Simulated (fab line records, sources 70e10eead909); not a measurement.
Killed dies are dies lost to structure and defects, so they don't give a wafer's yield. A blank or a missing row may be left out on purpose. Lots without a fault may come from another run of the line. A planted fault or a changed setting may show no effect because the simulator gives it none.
A struck lot beside a sound one | flow nand_harc | 41 steps out of a route of 1159
Sound: wafers L208.3, L208.4, L208.5. Struck: wafer L222.2. (L222.1, L222.3 of the same lot were not struck and are left out.) The cause comes at the end.
At each step with rows: each side's tool, then ch and its chambers, then its first start. Under that, the readings that differ: sound wafers | struck wafers | difference of the means | sigmas: that difference in standard deviations of wafers without a fault.
alike: readings whose means differ by less than 2 such deviations, and words and numbers that are the same on both sides. not compared: withheld readings, readings that some wafer has no value for, bounds like >300 that may hide the same value, and numbers for which the record gives no deviation and whose values overlap.
The two part at a step that has a row with sigmas, a row that says differs or no value, or rows on one side only. Numbers that don't overlap but have no deviation are shown without sigmas and don't part them. A reading that every wafer of one side lacks parts them only if that side has two wafers or more.

first, 5 steps without rows for these wafers: NHARC_A_SGD_CUT_SOFTBAKE_04 (time 55 s); NHARC_A_SGD_CUT_EBR_05; NHARC_A_SGD_CUT_EXPOSE_06 (exposes mask SGD); NHARC_A_SGD_CUT_PEB_07 (peb time 65 s); NHARC_A_SGD_CUT_DEVELOP_08 (develop time 35 s).
NHARC_A_SGD_CUT_CD_MEAS_09: target cd 100 nm.
  sound on cd_sem-01 ch 0, day 13 22:58; struck on cd_sem-01 ch 0, day 17 06:56
  alike: cd_nm
NHARC_A_SGD_CUT_OVL_MEAS_10:
  sound on overlay-02, day 13 23:04; struck on overlay-01, day 17 07:01
  reading           | sound       | struck | difference | sigmas
  overlay_y_nm (nm) | 1.3 0.9 2.0 | -0.5   | -1.9       | -2
  alike: overlay_x_nm
NHARC_A_SGD_CUT_INSPECT_11:
  sound on defect_inspect-01, day 13 23:05; struck on defect_inspect-01, day 17 07:04
  reading          | sound  | struck | difference | sigmas
  raw_defect_count | 12 8 6 | 32     | +23        | +3
then, 3 steps without rows for these wafers: NHARC_A_SGD_CUT_DESCUM_14 (chemistry O2, time 3 s); NHARC_A_SGD_CUT_ETCH_58 (etches the open film in CF4, target depth 39 nm, time 65 s); NHARC_A_SGD_CUT_ETCH_59 (etches the open film in N2/H2, target depth 260 nm, time 406.25 s).
NHARC_A_SGD_CUT_ETCH_15: etches the open film in CH3F/O2, target depth 75 nm, time 64.3 s.
  sound on rie_diel-05 ch 0,1,3; struck on rie_diel-05 ch 0
  alike: ch3f_flow_sccm, chamber_pressure_mTorr, drypump_motor_current_A, mfc_ar_sccm, oes_product_au, rf_vpp_V, showerhead_plenum_p_Torr, throttle_valve_pct
  not compared: rf_hours_counter_h
NHARC_A_SGD_CUT_ETCH_16: etches the open film in C4F8/O2/Ar, target depth 310.5 nm, time 155.2 s.
  sound on rie_diel-05 ch 0,3, day 13 23:44; struck on rie_diel-05 ch 2, day 17 07:41
  alike: chamber_pressure_mTorr, oes_product_au, rf_vpp_V
  not compared: rf_hours_counter_h
then, 6 steps without rows for these wafers: NHARC_A_SGD_CUT_STRIP_60 (strips in C4F8/O2/Ar); NHARC_A_SGD_CUT_STRIP_17 (strips in O2); NHARC_A_SGD_CUT_PRECLEAN_18 (cleans in SC1); NHARC_A_SGD_CUT_SRD_19; NHARC_A_SGD_CUT_DEP_20 (deposits SiO2, target thk 150 nm); NHARC_A_SGD_CUT_ANNEAL_27 (time 1800 s).
NHARC_A_SGD_CUT_CMP_21: polishes, target thk 148.19 nm.
  sound on cmp-01 ch 0,2,3, day 14 05:00; struck on cmp-01 ch 0, day 17 13:37
  reading                | sound    | struck | difference | sigmas
  time_to_endpoint_s (s) | 47 53 45 | 56     | +8         | +2
  alike: motor_current_A
NHARC_A_SGD_CUT_THK_MEAS_22: measures by ellipsometry.
  sound on film_metro-01, day 14 05:16; struck on film_metro-02, day 17 13:51
  alike: thk_nm
then, 3 steps without rows for these wafers: NHARC_A_SGD_CUT_SRD_23; NHARC_A_SGD_CUT_ETCH_26 (etches SiO2 in dHF, target depth 45.8 nm); NHARC_A_SGD_CUT_ETCHBACK_24 (etches the open film in CH3F/O2, target depth 50 nm, time 92.857 s).
NHARC_A_SGD_CUT_STRIP_28: strips in O2, time 20 s.
  sound on rie_diel-13 ch 1,2,3; struck on rie_diel-13 ch 1
  alike: chamber_pressure_mTorr, drypump_motor_current_A, mfc_ar_sccm, oes_product_au, rf_vpp_V, showerhead_plenum_p_Torr, throttle_valve_pct
  not compared: rf_hours_counter_h
then, 2 steps without rows for these wafers: NHARC_A_SLIT_DEP_25 (deposits SiO2, target thk 200 nm); NHARC_A_SLIT_DEP_00 (deposits aC, target thk 3200 nm).
NHARC_A_SLIT_DEP_23: deposits SiON, target thk 100 nm.
  sound on pecvd-03 ch 0,1, day 14 08:11; struck on pecvd-04 ch 0, day 17 16:43
  reading            | sound       | struck | difference | sigmas
  heater_power_w (W) | 691 556 706 | 820    | +169       | +2
then, 8 steps without rows for these wafers: NHARC_A_SLIT_DEHYDRATE_01 (time 120 s); NHARC_A_SLIT_HMDS_02 (time 30 s); NHARC_A_SLIT_COAT_03 (resist thk 90 nm); NHARC_A_SLIT_SOFTBAKE_04 (time 55 s); NHARC_A_SLIT_EBR_05; NHARC_A_SLIT_EXPOSE_06 (exposes mask SLIT); NHARC_A_SLIT_PEB_07 (peb time 65 s); NHARC_A_SLIT_DEVELOP_08 (develop time 35 s).
NHARC_A_SLIT_CD_MEAS_09: target cd 300 nm.
  sound on cd_sem-01 ch 0, day 14 08:41; struck on cd_sem-01 ch 0, day 17 17:32
  alike: cd_nm
NHARC_A_SLIT_OVL_MEAS_10:
  sound on overlay-02, day 14 08:46; struck on overlay-02, day 17 17:38
  alike: overlay_x_nm, overlay_y_nm
then, 1 step without rows for these wafers: NHARC_A_SLIT_DESCUM_14 (chemistry O2, time 3 s).
NHARC_A_SLIT_ETCH_24: etches the open film in CF4/CHF3, target depth 121 nm, time 60.5 s.
  sound on rie_diel-07 ch 1,3, day 14 08:57; struck on rie_diel-07 ch 2, day 17 17:50
  reading                | sound                | struck | difference | sigmas
  throttle_valve_pct (%) | 16.796 16.793 16.795 | 16.811 | +0.016     | +2
  alike: chamber_pressure_mTorr, drypump_motor_current_A, mfc_ar_sccm, oes_product_au, rf_vpp_V, showerhead_plenum_p_Torr
  not compared: rf_hours_counter_h
-- the record jumps here: 6 days lie between the struck wafers' starts before and after (it left off in module A_SLIT and takes up again in module END, whose first step shown is number 1159 of the route) --
NHARC_END_SORT_01:
  the record has rows for the struck wafers here (prober-02 ch 0, day 23 07:16) and none for the sound ones

WHERE THEY PART
First at NHARC_A_SGD_CUT_OVL_MEAS_10; last, within this record, at NHARC_END_SORT_01.

WHY: what the simulator had put in
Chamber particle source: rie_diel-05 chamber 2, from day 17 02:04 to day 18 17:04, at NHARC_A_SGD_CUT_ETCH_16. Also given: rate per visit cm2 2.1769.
